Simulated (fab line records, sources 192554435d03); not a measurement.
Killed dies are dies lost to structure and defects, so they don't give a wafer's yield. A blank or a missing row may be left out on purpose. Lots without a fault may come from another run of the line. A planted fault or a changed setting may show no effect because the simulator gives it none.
One fault seen from 2 desks | flow n5_finfet | each desk has only its own numbers; what lay behind them comes last

THE METROLOGY DESK
What the gauges read, lot by lot, whatever tool the lot ran on: means of the sampled wafers that have a number. A lot is out of limits, marked OUT, if its mean lies more than 4 standard deviations from the usual mean; the brackets give that distance.
Columns: A = PASS_OPEN_OVL at N5_PASSIVATION_OVL_MEAS_66, usual 0 nm
lot  | first seen here | A
L277 | day 12 02:58    | 1
L278 | day 12 05:51    | 2
L279 | day 12 08:32    | -0
L283 | day 13 12:13    | -2
L284 | day 13 18:10    | -7
L294 | day 16 18:37    | 4
L293 | day 16 18:48    | 4
L295 | day 17 04:23    | -5
L298 | day 17 16:14    | -6
L297 | day 17 17:37    | 2
L300 | day 17 22:54    | 3
L299 | day 18 10:29    | -7
This desk's finding: nothing out of limits on any of the 12 lots.

THE TOOL OWNER'S DESK: rie_metal-01
The tool's own readings at N5_BEOL_M0_HM_OPEN_105 (chemistry Cl2/BCl3, target TiN, target depth 12 nm): means of the sampled wafers that have a number, for each lot that ran on this tool. A lot is out of limits, marked OUT, if its mean lies more than 4 standard deviations from the usual mean; the brackets give that distance.
Columns: A = bcl3_flow_sccm at N5_BEOL_M0_HM_OPEN_105, usual 21.75 sccm; B = drypump_motor_current_A at N5_BEOL_M0_HM_OPEN_105, usual 5.9 A; C = oes_product_au at N5_BEOL_M0_HM_OPEN_105, usual 0.83 a.u.; D = rf_fwd_power_W at N5_BEOL_M0_HM_OPEN_105, usual 995 W; E = throttle_valve_pct at N5_BEOL_M0_HM_OPEN_105, usual 21.95 %
lot  | first seen here | A     | B   | C    | D   | E
L278 | day 5 23:12     | 21.76 | 5.9 | 0.95 | 998 | 21.78
L283 | day 7 14:30     | 21.67 | 5.8 | 0.92 | 994 | 21.68
L284 | day 7 17:47     | 21.71 | 5.8 | 0.91 | 995 | 21.69
L295 | day 10 13:20    | 21.81 | 6.0 | 0.87 | 994 | 21.94
L297 | day 11 04:45    | 21.74 | 5.8 | 0.88 | 997 | 21.71
L300 | day 11 15:08    | 21.84 | 6.0 | 0.88 | 993 | 21.92
This desk's finding: nothing out of limits on any of the 6 lots.

PUT TOGETHER
The metrology desk saw nothing out of limits.
The tool owner's desk saw nothing out of limits.

WHAT THE SIMULATOR HAD PUT IN
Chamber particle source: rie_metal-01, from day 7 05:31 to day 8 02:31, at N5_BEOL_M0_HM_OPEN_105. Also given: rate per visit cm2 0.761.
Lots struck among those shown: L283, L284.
